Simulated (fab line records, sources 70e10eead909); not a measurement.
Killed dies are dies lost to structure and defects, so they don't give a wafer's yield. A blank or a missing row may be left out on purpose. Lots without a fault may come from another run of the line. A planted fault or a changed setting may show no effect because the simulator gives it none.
fab line records | flow nand_harc
record lots=14 wafers=42 last_day=34
route steps=1302 shown A_STAIRCASE@787 THIN_TSV@1250 END@1302
lots that met no fault: from a run of the same line without faults
start_h: hours from the record's first day to the start of the lot's first wafer shown | wait_h: hours since the lot's step before | " the same as in the row above | L1.1+2: a row that stands for several wafers | - no value, or no start given | * or withheld: withheld | < > ~ a bound
route shown NAME@n: a module of which the file shows steps, and the number in the route of the first | usual: mean/standard deviation of fault-free wafers | same: alike in all rows | chamber/n: place in a boat | sites: the reading at each site | _std_site: their standard deviation | _edge_site: outer sites' mean less inner sites' | radius_mm: how far each site lies from the wafer's centre | mask NAME#n: copy n | behind: the tool/chamber that last shaped the wafer | hold: why the lot was held/for how many hours/how that ended | device: the transistor (n, p or np) that didn't switch | end of line: the same wafers' tests at the end of the route | a step without rows: its recipe alone | killed: dies lost to structure and defects at the first sort, not the wafer's yield | map: a wafer's dies, x killed, . not, _ none there
set.NAME: the setting as run; set.NAME@STEP: as run at that earlier step | model.NAME: the simulator's own value behind a step, which no gauge read
steps of the route over a sample of lots; a table a step, a row a wafer
services: from which hour (start_h, from the record's first day; less than 0 if before it) a tool's chamber was out of use, for how many hours, and why
## steps
# step NHARC_A_STAIRCASE_STRIP_458
# recipe o2_flow_sccm=400 cos_flow_sccm=20 ar_flow_sccm=0 bias_w=0 chemistry=O2/COS
# columns lot.wafer tool chamber start_h wait_h
L176.3+5+6 rie_diel-12 2,1,2 366.35 -
L178.4+1+3 rie_diel-08 2,3,1 390.82 -
L180.2+4+3 rie_diel-07 0,2,3 418.99 -
L182.2+3+4 rie_diel-07 0,1,3 424.58 -
L183.3+5+6 rie_diel-08 3,3,0 448.29 -
L184.4+1+6 rie_diel-07 0,1,0 453.91 -
L185.4+3+6 rie_diel-12 0,1,2 471.77 -
L187.4+1+5 rie_diel-07 2,3,1 483.45 -
L189.1+5+6 rie_diel-12 0,1,2 489.55 -
L192.2+5+6 rie_diel-07 0,1,2 535.63 -
L193.2+3+5 rie_diel-07 3,1,3 549.52 -
L194.3+2+5 rie_diel-07 3,1,2 549.61 -
L195.2+4+5 rie_diel-07 0,2,0 563.56 -
L199.4+1+5 rie_diel-12 3,0,3 616.37 -
# step NHARC_THIN_TSV_DEP_43
# recipe target_thk_a=13285 temp_c=withheld pressure_torr=6.5 rf_w=900 teos_flow_sccm=161.4 flow_sccm=2650 target_thk_nm=1328.5 gas=O2 material=SiO2
# usual chamber_pressure_Torr=6.501/0.015 throttle_valve_pct=16.0/0.64
# columns lot.wafer tool chamber start_h wait_h chamber_pressure_Torr throttle_valve_pct
L176.3 pecvd-03 0 543.89 - 6.501 16.3
L176.5 " 1 " " 6.509 16.0
L176.6 " 2 " " 6.491 16.2
L178.1 pecvd-01 2 554.92 - 6.499 17.2
L178.3 " 1 " " 6.497 16.3
L178.4 " 1 " " 6.487 16.3
L182.3 pecvd-04 2 587.52 - 6.499 16.0
L182.2 " 1 " " 6.519 15.1
L182.4 " 0 " " 6.495 15.9
L180.3 pecvd-01 0 593.19 - 6.521 16.3
L180.2 " 1 " " 6.496 16.4
L180.4 " 2 " " 6.500 17.3
L184.1 pecvd-04 0 624.86 - 6.507 15.9
L184.4 " 0 " " 6.525 16.1
L184.6 " 0 " " 6.506 15.9
L183.3 pecvd-03 2 626.05 - 6.519 15.6
L183.6 " 0 " " 6.511 15.6
L183.5 " 1 " " 6.524 15.5
L185.3 pecvd-03 0 646.28 - 6.489 16.0
L185.6 " 2 " " 6.499 15.5
L185.4 " 0 " " 6.501 16.0
L187.1 pecvd-03 2 668.47 - 6.472 15.6
L187.5 " 0 " " 6.510 15.8
L187.4 " 1 " " 6.491 15.5
L189.1 pecvd-04 2 669.61 - 6.538 16.1
L189.5 " 1 " " 6.504 14.7
L189.6 " 2 " " 6.534 16.2
L192.2 pecvd-04 2 705.58 - 6.501 16.5
L192.5 " 1 " " 6.504 14.9
L192.6 " 2 " " 6.495 16.1
L194.2 pecvd-01 2 720.88 - 6.485 17.2
L194.3 " 0 " " 6.505 16.7
L194.5 " 0 " " 6.497 16.6
L193.3 pecvd-03 0 722.10 - 6.493 16.1
L193.2 " 2 " " 6.502 15.4
L193.5 " 2 " " 6.519 15.5
L195.2 pecvd-01 1 746.93 - 6.507 16.4
L195.4 " 2 " " 6.498 17.2
L195.5 " 1 " " 6.511 16.5
L199.1 pecvd-04 0 805.23 - 6.509 15.9
L199.5 " 0 " " 6.491 16.1
L199.4 " 2 " " 6.482 16.2
# step NHARC_THIN_TSV_CMP_21
# recipe t_overpolish_s=30 target_thk_nm=2000
# usual motor_current_A=12.4/1.1 overpolish_run_s=29.999/0.0089
# columns lot.wafer tool chamber start_h wait_h motor_current_A overpolish_run_s
L176.3 cmp-03 2 549.01 - 11.0 29.998
L176.6 " 3 " " 12.8 29.991
L176.5 " 0 " " 14.3 29.996
L178.3 cmp-02 1 560.05 - 12.8 29.978
L178.1 " 2 " " 11.3 30.003
L178.4 " 3 " " 10.7 30.002
L182.4 cmp-04 1 592.63 - 14.0 29.996
L182.2 " 2 " " 12.4 29.988
L182.3 " 0 " " 11.5 30.002
L180.3 cmp-02 3 598.17 - 11.2 30.000
L180.2 " 0 " " 13.0 29.990
L180.4 " 1 " " 12.3 30.011
L184.1 cmp-02 0 630.25 - 13.5 30.003
L184.4 " 3 " " 10.4 29.994
L184.6 " 0 " " 14.0 30.005
L183.3 cmp-03 0 631.20 - 14.5 30.000
L183.5 " 3 " " 12.9 30.000
L183.6 " 0 " " 14.6 29.996
L185.3 cmp-04 1 651.55 - 14.1 29.993
L185.4 " 3 " " 11.6 30.004
L185.6 " 1 " " 14.3 30.001
L187.4 cmp-02 1 673.50 - 12.4 30.008
L187.1 " 3 " " 11.1 30.016
L187.5 " 1 " " 13.1 29.999
L189.1 cmp-03 1 674.82 - 11.7 29.995
L189.5 " 2 " " 10.8 30.004
L189.6 " 3 " " 13.6 29.998
L192.2 cmp-02 1 710.97 - 12.9 30.011
L192.6 " 1 " " 13.0 30.019
L192.5 " 2 " " 11.7 29.984
L194.3 cmp-04 2 726.03 - 12.4 30.002
L194.2 " 3 " " 11.3 30.003
L194.5 " 1 " " 14.0 29.984
L193.3 cmp-04 1 727.29 - 13.9 29.997
L193.2 " 2 " " 11.9 29.985
L193.5 " 1 " " 14.0 29.998
L195.4 cmp-04 3 752.33 - 11.1 30.007
L195.2 " 1 " " 14.3 29.996
L195.5 " 3 " " 11.3 29.991
L199.4 cmp-04 1 810.42 - 13.6 30.004
L199.1 " 3 " " 11.2 30.003
L199.5 " 0 " " 11.7 29.995
# step NHARC_THIN_TSV_ETCH_59
# recipe target_depth_a=8800 icp_w=900 bias_w=100 Cl2_flow_sccm=60 bcl3_flow_sccm=30 time_s=138.1 chemistry=Cl2/BCl3
# usual drypump_motor_current_A=5.8/0.62 oes_product_au=0.998/0.009 throttle_valve_pct=22.265/0.0097
# columns lot.wafer tool chamber start_h wait_h drypump_motor_current_A oes_product_au rf_hours_counter_h throttle_valve_pct
L176.3 rie_metal-01 0 550.91 0.2 6.2 0.976 - 22.253
L176.6 " 1 " " 4.8 0.996 - 22.251
L176.5 " 0 " " 6.2 0.981 - 22.270
L178.1 rie_metal-01 0 562.00 0.1 6.3 0.990 2.7 22.268
L178.4 " 1 " " 4.8 1.004 - 22.261
L178.3 " 0 " " 6.2 0.986 - 22.271
L182.2 rie_metal-01 1 594.56 0.2 4.8 1.001 0.2 22.274
L182.3 " 0 " " 6.2 0.994 - 22.266
L182.4 " 1 " " 4.8 1.019 - 22.271
L180.2 rie_metal-02 0 599.96 0.1 5.6 1.005 2.6 22.256
L180.4 " 1 " " 5.5 0.988 - 22.276
L180.3 " 0 " " 5.6 0.997 - 22.276
L184.1 rie_metal-03 1 632.18 0.2 6.3 1.006 1.2 22.266
L184.4 " 1 " " 6.3 1.015 - 22.256
L184.6 " 0 " " 6.4 1.007 - 22.267
L183.3 rie_metal-01 0 633.14 0.1 6.2 0.994 - 22.264
L183.5 " 0 " " 6.2 0.990 - 22.263
L183.6 " 1 " " 4.8 1.011 - 22.281
L185.3 rie_metal-01 1 653.51 0.2 4.8 1.004 - 22.253
L185.4 " 0 " " 6.2 0.995 - 22.256
L185.6 " 1 " " 4.8 1.001 - 22.267
L187.1 rie_metal-03 0 675.41 0.1 6.4 1.013 1.9 22.253
L187.4 " 1 " " 6.3 1.005 - 22.269
L187.5 " 1 " " 6.3 1.004 - 22.275
L189.1 rie_metal-02 1 676.67 0.1 5.5 0.991 0.5 22.272
L189.5 " 0 " " 5.6 0.997 - 22.262
L189.6 " 1 " " 5.5 1.001 - 22.269
L192.2 rie_metal-03 1 712.73 0.1 6.3 0.990 0.0 22.265
L192.6 " 1 " " 6.3 0.994 - 22.270
L192.5 " 0 " " 6.4 1.005 - 22.266
L194.2 rie_metal-02 1 727.91 0.1 5.5 0.984 1.3 22.278
L194.3 " 0 " " 5.6 0.993 - 22.270
L194.5 " 1 " " 5.5 0.996 - 22.276
L193.2 rie_metal-02 0 729.21 0.1 5.6 0.997 1.6 22.257
L193.3 " 0 " " 5.6 1.004 - 22.272
L193.5 " 1 " " 5.5 0.990 - 22.264
L195.2 rie_metal-02 0 754.23 0.1 5.7 0.999 2.2 22.280
L195.4 " 0 " " 5.6 1.000 - 22.269
L195.5 " 1 " " 5.5 0.989 - 22.265
L199.1 rie_metal-03 0 812.29 0.1 6.5 0.998 2.0 22.275
L199.4 " 0 " " 6.5 0.994 - 22.256
L199.5 " 0 " " 6.5 0.991 - 22.285
# step NHARC_END_SORT_01
# recipe temp_c=25
# usual killed_at_array=56/17 killed_at_other=1.2/1.4 killed_at_periphery=4/3.2 killed_dies=61/16 killed_open=3.6/2.1 killed_short=2.7/1.8
# same gross_dies=677
# columns lot.wafer tool chamber start_h wait_h killed_at_array killed_at_other killed_at_periphery killed_dies killed_open killed_short
L193.2 prober-02 0 737.96 2.8 106 0 2 108 3 6
L193.3 prober-02 0 738.76 3.1 121 0 2 123 1 1
L193.5 prober-02 0 740.37 3.7 124 0 4 128 4 5
L194.2 prober-01 0 739.22 2.8 152 0 8 160 3 4
L194.3 prober-01 0 740.03 3.1 144 0 3 147 2 1
L194.5 prober-01 0 741.63 3.7 159 0 14 173 0 4
L195.2 prober-02 0 765.76 2.8 102 0 3 105 6 3
L195.4 prober-02 0 767.35 3.4 109 0 4 113 1 0
L195.5 prober-02 0 768.14 3.7 96 0 1 97 1 0
# killed by level:class
L193.2 A_STAIRCASE:unspecified=58 A_CHANNEL_HOLE_D2:chamber_film_flake=21 A_CHANNEL_HOLE_D1:chamber_film_flake=7 A_CONTACT:chamber_film_flake=4 A_SLIT:chamber_film_flake=3 A_WL_FILL:chamber_film_flake=2 P_CONTACT:geometric_particle:short=1 A_CHANNEL_HOLE_D1:geometric_particle:short=1
L193.3 A_STAIRCASE:unspecified=79 A_CHANNEL_HOLE_D2:chamber_film_flake=21 A_CHANNEL_HOLE_D1:chamber_film_flake=12 A_SLIT:chamber_film_flake=4 P_M0:geometric_particle:open=1 A_BLC:geometric_particle:short=1 P_STI:chamber_film_flake=1 A_DECK1_JOINT:chamber_film_flake=1
L194.2 A_STAIRCASE:unspecified=84 A_SLIT:chamber_film_flake=39 A_CHANNEL_HOLE_D1:chamber_film_flake=18 A_BONDPAD:chamber_film_flake=4 P_ZERO_WELL:chamber_film_flake=3 P_BONDPAD:chamber_film_flake=2 P_STI:geometric_particle:short=1 P_M0:geometric_particle:short=1
L194.3 A_STAIRCASE:unspecified=57 A_SLIT:chamber_film_flake=37 A_CHANNEL_HOLE_D1:chamber_film_flake=32 A_STAIRCASE:chamber_film_flake=6 A_CONTACT:chamber_film_flake=3 A_BONDPAD:chamber_film_flake=3 A_ONON_D2:geometric_particle:open=2 P_ZERO_WELL:chamber_film_flake=2
L193.5 A_STAIRCASE:unspecified=60 A_CHANNEL_HOLE_D2:chamber_film_flake=25 A_CHANNEL_HOLE_D1:chamber_film_flake=13 A_SLIT:chamber_film_flake=10 A_CONTACT:chamber_film_flake=4 A_ONON_D2:geometric_particle:short=3 P_STI:chamber_film_flake=3 A_STAIRCASE:chamber_film_flake=2
L194.5 A_STAIRCASE:unspecified=85 A_CHANNEL_HOLE_D1:chamber_film_flake=35 A_SLIT:chamber_film_flake=29 P_ZERO_WELL:chamber_film_flake=5 P_BONDPAD:chamber_film_flake=5 A_STAIRCASE:chamber_film_flake=3 A_WL_FILL:chamber_film_flake=3 P_CONTACT:geometric_particle:short=2
L195.2 A_STAIRCASE:unspecified=59 A_CHANNEL_HOLE_D1:chamber_film_flake=23 A_SLIT:chamber_film_flake=6 A_CHANNEL_FILL_D2:chamber_film_flake=3 A_CHANNEL_FILL_D2:geometric_particle:open=2 A_STAIRCASE:chamber_film_flake=2 P_CONTACT:geometric_particle:open=1 P_M2:geometric_particle:open=1
L195.4 A_STAIRCASE:unspecified=83 A_CHANNEL_HOLE_D1:chamber_film_flake=13 A_SLIT:chamber_film_flake=7 P_STI:chamber_film_flake=3 A_CHANNEL_FILL_D2:chamber_film_flake=3 A_CONTACT:chamber_film_flake=2 P_GATE:geometric_particle:open=1 A_ZERO_WELL:chamber_film_flake=1
L195.5 A_STAIRCASE:unspecified=69 A_CHANNEL_HOLE_D1:chamber_film_flake=12 A_SLIT:chamber_film_flake=5 A_CHANNEL_FILL_D2:chamber_film_flake=4 A_STAIRCASE:chamber_film_flake=2 A_CONTACT:chamber_film_flake=2 A_ONON_D2:geometric_particle:open=1 P_STI:chamber_film_flake=1
## services
# columns tool chamber start_h hours kind
rie_diel-07 3 347.17 4.9 repair
cmp-04 - 360.46 2.0 repair
pecvd-03 - 366.19 13.0 pm
cmp-04 - 384.34 4.5 repair
rie_diel-07 0 385.23 18.2 repair
cmp-04 - 405.00 4.0 pm
cmp-04 - 444.89 0.5 repair
cmp-04 - 455.80 1.6 repair
cmp-04 - 503.00 4.0 pm
cmp-04 - 516.89 0.8 repair
cmp-04 - 520.93 6.7 repair
cmp-04 - 547.12 2.1 repair
cmp-04 - 601.00 4.0 pm
rie_diel-07 - 642.46 0.2 repair
rie_diel-07 - 648.35 9.0 pm
cmp-04 - 669.86 0.5 repair
rie_diel-07 1 676.89 4.1 repair
cmp-04 - 699.00 4.0 pm
cmp-04 - 731.84 0.8 repair
rie_diel-07 0 734.53 21.3 repair
rie_diel-07 1 782.67 15.3 repair
cmp-04 - 785.60 1.8 repair
cmp-04 - 797.00 4.0 pm
rie_diel-07 1 798.81 10.9 repair
## key
first_sign step=NHARC_END_SORT_01 reading=killed_at_array direction=up sigmas=4.1 usual=56 struck=124
effect step=NHARC_END_SORT_01 reading=killed_dies direction=up sigmas=4.1 usual=61 struck=128
more_kills_born_at NHARC_A_STAIRCASE_STRIP_458@rie_diel-07=634
met_at NHARC_A_STAIRCASE_STRIP_458
struck_lots L193,L194,L195
tester_left_out L193,L194,L195
not_acting_at NHARC_THIN_TSV_DEP_43,NHARC_THIN_TSV_CMP_21,NHARC_THIN_TSV_ETCH_59
onset_between 535.63 549.52
fault kind=chamber_particle_source tool=rie_diel-07 chamber=- onset_h=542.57 steps=NHARC_A_STAIRCASE_STRIP_458 rate_per_visit_cm2=0.83555 end_h=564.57
# tester_left_out: of these lots the tester's yield and bins aren't shown, on N5 and GAA mostly nor the transistor test; their killed dies are dies lost to structure and defects alone, not to doping, threshold or leakage, so they don't give the yield
